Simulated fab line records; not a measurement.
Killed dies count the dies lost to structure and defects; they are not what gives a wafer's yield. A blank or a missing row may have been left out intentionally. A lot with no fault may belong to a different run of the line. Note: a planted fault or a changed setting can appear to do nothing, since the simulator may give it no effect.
Which of the tools did it? | flow n5_finfet | 11 lots with 33 wafers sampled at 5 steps, on a route of 1938 steps

WHAT THE GAUGES SHOWED, per wafer
N5_FIN_SAQP_CD_MEAS_37: target cd 8 nm.
lot  | measured    | on        | cd_nm (nm)
L076 | day 2 16:10 | cd_sem-01 | 8.23 8.27 8.16
L078 | day 3 04:04 | cd_sem-02 | 8.34 8.29 7.89
L080 | day 3 14:38 | cd_sem-01 | 8.48 8.67 8.05
L082 | day 4 02:59 | cd_sem-02 | 8.07 7.89 8.08
L084 | day 4 17:20 | cd_sem-01 | 8.48 7.41 8.57
L086 | day 5 06:41 | cd_sem-01 | 8.34 8.12 7.86
L088 | day 5 16:47 | cd_sem-03 | 8.14 8.44 7.34
L090 | day 6 02:27 | cd_sem-01 | 8.38 8.28 8.26
L092 | day 6 15:30 | cd_sem-02 | 8.14 8.40 8.03
L094 | day 7 04:46 | cd_sem-02 | 8.13 7.39 8.20
L096 | day 7 15:52 | cd_sem-03 | 8.22 7.99 7.70

WHICH TOOL RAN EACH LOT (tool, then ch and the chambers of the sampled wafers, then the start)
lot  | N5_FIN_SAQP_SPACER1_ETCHBACK_25   | N5_FIN_SAQP_SPACER2_ALD_28       | N5_FIN_SAQP_STRIP_77              | N5_FIN_SAQP_ETCH_64
L076 | rie_diel-03 ch 0,1,3, day 2 13:52 | ald_sin-01 ch 0,1,3, day 2 15:11 | rie_diel-04 ch 0,1, day 2 15:51   | rie_si-03 ch 1,2, day 2 16:01
L078 | rie_diel-04 ch 0,1, day 3 01:41   | ald_sin-01 ch 0,1, day 3 02:59   | rie_diel-03 ch 2,3, day 3 03:45   | rie_si-06 ch 0,2, day 3 03:55
L080 | rie_diel-05 ch 0,2,3, day 3 12:17 | ald_sin-02 ch 1,2,3, day 3 13:35 | rie_diel-05 ch 0,1,3, day 3 14:19 | rie_si-06 ch 0,1,3, day 3 14:29
L082 | rie_diel-04 ch 0,1,3, day 4 00:32 | ald_sin-01 ch 2,3, day 4 02:01   | rie_diel-04 ch 1,2,3, day 4 02:40 | rie_si-06 ch 0,2,3, day 4 02:50
L084 | rie_diel-04 ch 0,1,3, day 4 15:08 | ald_sin-01 ch 0,1,3, day 4 16:22 | rie_diel-04 ch 0,2,3, day 4 17:02 | rie_si-05 ch 0,2, day 4 17:12
L086 | rie_diel-04 ch 0,1,2, day 5 04:26 | ald_sin-04 ch 0,2,3, day 5 05:43 | rie_diel-03 ch 0,2,3, day 5 06:23 | rie_si-06 ch 0,2,3, day 5 06:33
L088 | rie_diel-05 ch 0,1,3, day 5 14:07 | ald_sin-01 ch 0,1,2, day 5 15:41 | rie_diel-04 ch 1,2,3, day 5 16:28 | rie_si-06 ch 1,2,3, day 5 16:38
L090 | rie_diel-03 ch 0,1,3, day 6 00:15 | ald_sin-01 ch 1,2,3, day 6 01:28 | rie_diel-05 ch 0,1,2, day 6 02:08 | rie_si-06 ch 0,1,3, day 6 02:19
L092 | rie_diel-04 ch 0,3, day 6 13:07   | ald_sin-02 ch 1,2,3, day 6 14:25 | rie_diel-04 ch 0,2,3, day 6 15:11 | rie_si-05 ch 2,3, day 6 15:22
L094 | rie_diel-03 ch 1,2, day 7 02:28   | ald_sin-01 ch 0,3, day 7 03:47   | rie_diel-05 ch 0,1,2, day 7 04:27 | rie_si-05 ch 1,2,3, day 7 04:37
L096 | rie_diel-05 ch 0,1,2, day 7 11:59 | ald_sin-01 ch 0,1,3, day 7 14:53 | rie_diel-03 ch 1,2,3, day 7 15:32 | rie_si-05 ch 0,3, day 7 15:43
- N5_FIN_SAQP_SPACER1_ETCHBACK_25: etches SiO2 in CHF3/O2, target depth 24.4 nm, time 12.2 s.
- N5_FIN_SAQP_SPACER2_ALD_28: deposits SiO2, target thk 8.1 nm, pulse time 1 s, purge time 2 s.
- N5_FIN_SAQP_STRIP_77: strips in N2/H2, time 90 s.
- N5_FIN_SAQP_ETCH_64: etches SiO2 in CF4, target depth 1.5 nm.

THE ANSWER, worked out from the rows above alone
Rule: what is usual is taken from the lots themselves. The widest of any qualifying gaps counts: lots, ordered by their means at a reading, are off when they make up no more than a third of the lots, leave a main group of 4 or more, and stand apart from it by 3 or more times the standard deviation of that group's means. A main group whose means are all the same, to the digits that the tables above print for the reading, isn't used. A lot without any number at a reading at which 4 lots or more have one is off too. All remaining lots with rows at the step are treated as sound.
Across all readings shown, no lot is off: no conclusion can be drawn from this.

WHAT THE SIMULATOR PUT IN
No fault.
